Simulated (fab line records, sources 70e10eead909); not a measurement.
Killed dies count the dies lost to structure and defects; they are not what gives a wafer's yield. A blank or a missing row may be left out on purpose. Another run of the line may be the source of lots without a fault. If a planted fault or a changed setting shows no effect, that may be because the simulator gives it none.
What tool caused it? || flow nand harc || Sampling: 14 lots, 42 wafers, 5 of 1302 route steps

WHAT THE GAUGES SHOWED, per wafer
Not one reading of a measure or inspect step in the record can be checked against a usual standard deviation.

EACH LOT AND THE TOOL THAT RAN IT (in order: tool; ch and the chambers of the sampled wafers; start)
{"lot": "L542", "NHARC_P_CONTACT_ETCH_36": "rie diel-12 ch 0,1, day 6 02:14 or earlier", "NHARC_P_CONTACT_ETCH_18": "rie diel-12 ch 0,1,2, day 6 02:14 or earlier", "NHARC_P_CONTACT_DEGAS_38": "pvd sputter-02, day 6 02:14", "NHARC_P_M0_ECD_22": "ecd cu-02 ch 0,1, day 6 06:08", "NHARC_P_M0_CMP_23": "cmp-03 ch 1,2,3, day 6 06:54"}
{"lot": "L544", "NHARC_P_CONTACT_ETCH_36": "rie diel-12 ch 0,1, day 6 18:44 or earlier", "NHARC_P_CONTACT_ETCH_18": "rie diel-12 ch 0,2, day 6 18:44 or earlier", "NHARC_P_CONTACT_DEGAS_38": "pvd sputter-03, day 6 18:44", "NHARC_P_M0_ECD_22": "ecd cu-01 ch 0,1, day 6 22:39", "NHARC_P_M0_CMP_23": "cmp-02 ch 2,3, day 6 23:21"}
{"lot": "L545", "NHARC_P_CONTACT_ETCH_36": "rie diel-12 ch 0,2, day 7 00:46 or earlier", "NHARC_P_CONTACT_ETCH_18": "rie diel-12 ch 0,1,2, day 7 00:46 or earlier", "NHARC_P_CONTACT_DEGAS_38": "pvd sputter-02, day 7 00:46", "NHARC_P_M0_ECD_22": "ecd cu-01 ch 0,1, day 7 04:40", "NHARC_P_M0_CMP_23": "cmp-02 ch 0,1,3, day 7 05:26"}
{"lot": "L546", "NHARC_P_CONTACT_ETCH_36": "rie diel-12 ch 1,2, day 7 14:28 or earlier", "NHARC_P_CONTACT_ETCH_18": "rie diel-12 ch 1,2, day 7 14:28 or earlier", "NHARC_P_CONTACT_DEGAS_38": "pvd sputter-02, day 7 14:28", "NHARC_P_M0_ECD_22": "ecd cu-02 ch 0,1, day 7 20:22", "NHARC_P_M0_CMP_23": "cmp-01 ch 0,1,3, day 7 21:01"}
{"lot": "L547", "NHARC_P_CONTACT_ETCH_36": "rie diel-07 ch 0,1,3, day 8 05:26 or earlier", "NHARC_P_CONTACT_ETCH_18": "rie diel-07 ch 0,2,3, day 8 05:26 or earlier", "NHARC_P_CONTACT_DEGAS_38": "pvd sputter-01, day 8 05:26", "NHARC_P_M0_ECD_22": "ecd cu-01 ch 0,1, day 8 09:16", "NHARC_P_M0_CMP_23": "cmp-01 ch 0,2, day 8 10:02"}
{"lot": "L548", "NHARC_P_CONTACT_ETCH_36": "rie diel-10 ch 1,2,3, day 8 06:22 or earlier", "NHARC_P_CONTACT_ETCH_18": "rie diel-10 ch 1,2,3, day 8 06:22 or earlier", "NHARC_P_CONTACT_DEGAS_38": "pvd sputter-02, day 8 06:22", "NHARC_P_M0_ECD_22": "ecd cu-02 ch 0,1, day 8 10:14", "NHARC_P_M0_CMP_23": "cmp-03 ch 0,2,3, day 8 10:59"}
{"lot": "L549", "NHARC_P_CONTACT_ETCH_36": "rie diel-10 ch 1,2,3, day 8 20:34 or earlier", "NHARC_P_CONTACT_ETCH_18": "rie diel-10 ch 0,1,3, day 8 20:34 or earlier", "NHARC_P_CONTACT_DEGAS_38": "pvd sputter-03, day 8 20:34", "NHARC_P_M0_ECD_22": "ecd cu-01 ch 0,1, day 9 00:17", "NHARC_P_M0_CMP_23": "cmp-01 ch 2,3, day 9 01:01"}
{"lot": "L555", "NHARC_P_CONTACT_ETCH_36": "rie diel-12 ch 0,3, day 11 09:19 or earlier", "NHARC_P_CONTACT_ETCH_18": "rie diel-12 ch 0,2,3, day 11 09:19 or earlier", "NHARC_P_CONTACT_DEGAS_38": "pvd sputter-02, day 11 09:19", "NHARC_P_M0_ECD_22": "ecd cu-01 ch 0,1, day 11 13:36", "NHARC_P_M0_CMP_23": "cmp-02 ch 1,3, day 11 14:18"}
{"lot": "L557", "NHARC_P_CONTACT_ETCH_36": "rie diel-12 ch 2,3, day 12 02:31 or earlier", "NHARC_P_CONTACT_ETCH_18": "rie diel-12 ch 0,3, day 12 02:31 or earlier", "NHARC_P_CONTACT_DEGAS_38": "pvd sputter-03, day 12 02:31", "NHARC_P_M0_ECD_22": "ecd cu-01 ch 0,1, day 12 06:37", "NHARC_P_M0_CMP_23": "cmp-01 ch 0,2,3, day 12 07:14"}
{"lot": "L559", "NHARC_P_CONTACT_ETCH_36": "rie diel-10 ch 1,2,3, day 12 18:55 or earlier", "NHARC_P_CONTACT_ETCH_18": "rie diel-10 ch 0,1,3, day 12 18:55 or earlier", "NHARC_P_CONTACT_DEGAS_38": "pvd sputter-03, day 12 18:55", "NHARC_P_M0_ECD_22": "ecd cu-02 ch 0,1, day 12 23:05", "NHARC_P_M0_CMP_23": "cmp-03 ch 0,1, day 12 23:39"}
{"lot": "L562", "NHARC_P_CONTACT_ETCH_36": "rie diel-10 ch 2,3, day 14 06:31 or earlier", "NHARC_P_CONTACT_ETCH_18": "rie diel-10 ch 0,2,3, day 14 06:31 or earlier", "NHARC_P_CONTACT_DEGAS_38": "pvd sputter-02, day 14 06:31", "NHARC_P_M0_ECD_22": "ecd cu-02 ch 0,1, day 14 10:27", "NHARC_P_M0_CMP_23": "cmp-02 ch 2,3, day 14 11:08"}
{"lot": "L563", "NHARC_P_CONTACT_ETCH_36": "rie diel-12 ch 0,1,3, day 14 13:38 or earlier", "NHARC_P_CONTACT_ETCH_18": "rie diel-12 ch 0,1,2, day 14 13:38 or earlier", "NHARC_P_CONTACT_DEGAS_38": "pvd sputter-02, day 14 13:38", "NHARC_P_M0_ECD_22": "ecd cu-01 ch 1, day 14 17:43", "NHARC_P_M0_CMP_23": "cmp-03 ch 0,1, day 14 18:24"}
{"lot": "L564", "NHARC_P_CONTACT_ETCH_36": "rie diel-10 ch 0,1, day 15 03:20 or earlier", "NHARC_P_CONTACT_ETCH_18": "rie diel-10 ch 2,3, day 15 03:20 or earlier", "NHARC_P_CONTACT_DEGAS_38": "pvd sputter-03, day 15 03:20", "NHARC_P_M0_ECD_22": "ecd cu-02 ch 0,1, day 15 07:19", "NHARC_P_M0_CMP_23": "cmp-03 ch 0,2,3, day 15 08:05"}
{"lot": "L565", "NHARC_P_CONTACT_ETCH_36": "rie diel-07 ch 0,2,3, day 15 18:38 or earlier", "NHARC_P_CONTACT_ETCH_18": "rie diel-07 ch 0,2,3, day 15 18:38 or earlier", "NHARC_P_CONTACT_DEGAS_38": "pvd sputter-01, day 15 18:38", "NHARC_P_M0_ECD_22": "ecd cu-01 ch 0,1, day 15 23:04", "NHARC_P_M0_CMP_23": "cmp-01 ch 0,3, day 15 23:48"}
- NHARC_P_CONTACT_ETCH_36: etches the open film in N2/H2, target depth 260 nm, time 406.25 s.
- NHARC_P_CONTACT_ETCH_18: etches the open film in C4F8/O2/Ar, target depth 481 nm, time 240.5 s.
- NHARC_P_CONTACT_DEGAS_38: time 60 s.
- NHARC_P_M0_ECD_22: material Cu, target thk 400 nm.
- NHARC_P_M0_CMP_23: polishes, t overpolish 20 s, target thk 117.54 nm.

AS READ BY THE TOOLS THEMSELVES (means over the sampled wafers that have a number; for cases with no such wafer, the mark the record gives instead)
NHARC_P_CONTACT_ETCH_36.
{"lot": "L542", "tool": "rie diel-12", "drypump motor current A (A)": 6.3, "oes product au (a.u.)": 0.990, "rf vpp V (V)": 430.6, "showerhead plenum p Torr (Torr)": 2.06, "throttle valve pct (%)": 14.179}
{"lot": "L544", "tool": "rie diel-12", "drypump motor current A (A)": 6.3, "oes product au (a.u.)": 0.998, "rf vpp V (V)": 431.3, "showerhead plenum p Torr (Torr)": 2.06, "throttle valve pct (%)": 14.179}
{"lot": "L545", "tool": "rie diel-12", "drypump motor current A (A)": 5.9, "oes product au (a.u.)": 1.008, "rf vpp V (V)": 431.3, "showerhead plenum p Torr (Torr)": 2.08, "throttle valve pct (%)": 14.168}
{"lot": "L546", "tool": "rie diel-12", "drypump motor current A (A)": 6.2, "oes product au (a.u.)": 1.002, "rf vpp V (V)": 431.0, "showerhead plenum p Torr (Torr)": 2.03, "throttle valve pct (%)": 14.169}
{"lot": "L547", "tool": "rie diel-07", "drypump motor current A (A)": 5.5, "oes product au (a.u.)": 0.990, "rf vpp V (V)": 432.5, "showerhead plenum p Torr (Torr)": 2.12, "throttle valve pct (%)": 14.172}
{"lot": "L548", "tool": "rie diel-10", "drypump motor current A (A)": 6.2, "oes product au (a.u.)": 1.010, "rf vpp V (V)": 431.3, "showerhead plenum p Torr (Torr)": 2.08, "throttle valve pct (%)": 14.168}
{"lot": "L549", "tool": "rie diel-10", "drypump motor current A (A)": 6.2, "oes product au (a.u.)": 1.004, "rf vpp V (V)": 431.6, "showerhead plenum p Torr (Torr)": 2.07, "throttle valve pct (%)": 14.177}
{"lot": "L555", "tool": "rie diel-12", "drypump motor current A (A)": 6.1, "oes product au (a.u.)": 0.998, "rf vpp V (V)": 432.5, "showerhead plenum p Torr (Torr)": 2.10, "throttle valve pct (%)": 14.164}
{"lot": "L557", "tool": "rie diel-12", "drypump motor current A (A)": 5.9, "oes product au (a.u.)": 1.022, "rf vpp V (V)": 431.2, "showerhead plenum p Torr (Torr)": 2.04, "throttle valve pct (%)": 14.178}
{"lot": "L559", "tool": "rie diel-10", "drypump motor current A (A)": 6.2, "oes product au (a.u.)": 1.007, "rf vpp V (V)": 431.5, "showerhead plenum p Torr (Torr)": 2.07, "throttle valve pct (%)": 14.169}
{"lot": "L562", "tool": "rie diel-10", "drypump motor current A (A)": 5.8, "oes product au (a.u.)": 0.999, "rf vpp V (V)": 429.6, "showerhead plenum p Torr (Torr)": 2.00, "throttle valve pct (%)": 14.162}
{"lot": "L563", "tool": "rie diel-12", "drypump motor current A (A)": 6.2, "oes product au (a.u.)": 0.992, "rf vpp V (V)": 431.8, "showerhead plenum p Torr (Torr)": 2.07, "throttle valve pct (%)": 14.175}
{"lot": "L564", "tool": "rie diel-10", "drypump motor current A (A)": 6.4, "oes product au (a.u.)": 1.011, "rf vpp V (V)": 429.5, "showerhead plenum p Torr (Torr)": 2.03, "throttle valve pct (%)": 14.176}
{"lot": "L565", "tool": "rie diel-07", "drypump motor current A (A)": 5.9, "oes product au (a.u.)": 0.992, "rf vpp V (V)": 430.8, "showerhead plenum p Torr (Torr)": 2.06, "throttle valve pct (%)": 14.162}

NHARC_P_CONTACT_ETCH_18.
{"lot": "L542", "tool": "rie diel-12", "oes product au (a.u.)": 0.967, "rf vpp V (V)": 979}
{"lot": "L544", "tool": "rie diel-12", "oes product au (a.u.)": 0.963, "rf vpp V (V)": 980}
{"lot": "L545", "tool": "rie diel-12", "oes product au (a.u.)": 0.957, "rf vpp V (V)": 979}
{"lot": "L546", "tool": "rie diel-12", "oes product au (a.u.)": 0.937, "rf vpp V (V)": 978}
{"lot": "L547", "tool": "rie diel-07", "oes product au (a.u.)": 0.955, "rf vpp V (V)": 980}
{"lot": "L548", "tool": "rie diel-10", "oes product au (a.u.)": 0.929, "rf vpp V (V)": 980}
{"lot": "L549", "tool": "rie diel-10", "oes product au (a.u.)": 0.971, "rf vpp V (V)": 981}
{"lot": "L555", "tool": "rie diel-12", "oes product au (a.u.)": 0.936, "rf vpp V (V)": 979}
{"lot": "L557", "tool": "rie diel-12", "oes product au (a.u.)": 0.973, "rf vpp V (V)": 981}
{"lot": "L559", "tool": "rie diel-10", "oes product au (a.u.)": 0.946, "rf vpp V (V)": 981}
{"lot": "L562", "tool": "rie diel-10", "oes product au (a.u.)": 0.958, "rf vpp V (V)": 977}
{"lot": "L563", "tool": "rie diel-12", "oes product au (a.u.)": 0.967, "rf vpp V (V)": 979}
{"lot": "L564", "tool": "rie diel-10", "oes product au (a.u.)": 0.958, "rf vpp V (V)": 979}
{"lot": "L565", "tool": "rie diel-07", "oes product au (a.u.)": 0.919, "rf vpp V (V)": 980}

NHARC_P_CONTACT_DEGAS_38.
{"lot": "L542", "tool": "pvd sputter-02", "heater power w (W)": 474}
{"lot": "L544", "tool": "pvd sputter-03", "heater power w (W)": 421}
{"lot": "L545", "tool": "pvd sputter-02", "heater power w (W)": 434}
{"lot": "L546", "tool": "pvd sputter-02", "heater power w (W)": 448}
{"lot": "L547", "tool": "pvd sputter-01", "heater power w (W)": 485}
{"lot": "L548", "tool": "pvd sputter-02", "heater power w (W)": 433}
{"lot": "L549", "tool": "pvd sputter-03", "heater power w (W)": 424}
{"lot": "L555", "tool": "pvd sputter-02", "heater power w (W)": 449}
{"lot": "L557", "tool": "pvd sputter-03", "heater power w (W)": 427}
{"lot": "L559", "tool": "pvd sputter-03", "heater power w (W)": 426}
{"lot": "L562", "tool": "pvd sputter-02", "heater power w (W)": 496}
{"lot": "L563", "tool": "pvd sputter-02", "heater power w (W)": 495}
{"lot": "L564", "tool": "pvd sputter-03", "heater power w (W)": 416}
{"lot": "L565", "tool": "pvd sputter-01", "heater power w (W)": 442}

NHARC_P_M0_CMP_23.
{"lot": "L542", "tool": "cmp-03", "motor current A (A)": 11.8, "time to endpoint s (s)": 29.4}
{"lot": "L544", "tool": "cmp-02", "motor current A (A)": 13.8, "time to endpoint s (s)": 31.0}
{"lot": "L545", "tool": "cmp-02", "motor current A (A)": 12.5, "time to endpoint s (s)": 30.0}
{"lot": "L546", "tool": "cmp-01", "motor current A (A)": 12.1, "time to endpoint s (s)": 28.7}
{"lot": "L547", "tool": "cmp-01", "motor current A (A)": 13.3, "time to endpoint s (s)": 33.2}
{"lot": "L548", "tool": "cmp-03", "motor current A (A)": 11.7, "time to endpoint s (s)": 26.8}
{"lot": "L549", "tool": "cmp-01", "motor current A (A)": 11.4, "time to endpoint s (s)": 26.8}
{"lot": "L555", "tool": "cmp-02", "motor current A (A)": 13.1, "time to endpoint s (s)": 15.2}
{"lot": "L557", "tool": "cmp-01", "motor current A (A)": 12.0, "time to endpoint s (s)": 21.3}
{"lot": "L559", "tool": "cmp-03", "motor current A (A)": 10.7, "time to endpoint s (s)": 27.5}
{"lot": "L562", "tool": "cmp-02", "motor current A (A)": 11.9, "time to endpoint s (s)": 28.0}
{"lot": "L563", "tool": "cmp-03", "motor current A (A)": 11.2, "time to endpoint s (s)": 31.3}
{"lot": "L564", "tool": "cmp-03", "motor current A (A)": 11.4, "time to endpoint s (s)": 27.7}
{"lot": "L565", "tool": "cmp-01", "motor current A (A)": 12.0, "time to endpoint s (s)": 29.3}

THE ANSWER, worked out from the rows above alone
Rule: the usual values come from the lots themselves. Put in order of their means at a reading, lots are off if they are a third of the lots or fewer, leave a main group of 4 or more, and stand apart from it by a gap of 3 or more times the standard deviation of the main group's means; of several such gaps the widest counts. A main group whose means are all the same, to the digits that the tables above print for the reading, isn't used. A lot without any number at a reading at which 4 lots or more have one is off too. Where the step has rows for the other lots, those lots are counted as sound. After the gauges, taken in route order, come the tools' own readings; for these a lot's mean is taken, as printed above. The first step at which some lot is off is used, and at that step the reading that is off furthest; a lot without a number counts as furthest.
No lot is off at any reading shown: from this, nothing can be told.

WHAT THE SIMULATOR HAD INSERTED
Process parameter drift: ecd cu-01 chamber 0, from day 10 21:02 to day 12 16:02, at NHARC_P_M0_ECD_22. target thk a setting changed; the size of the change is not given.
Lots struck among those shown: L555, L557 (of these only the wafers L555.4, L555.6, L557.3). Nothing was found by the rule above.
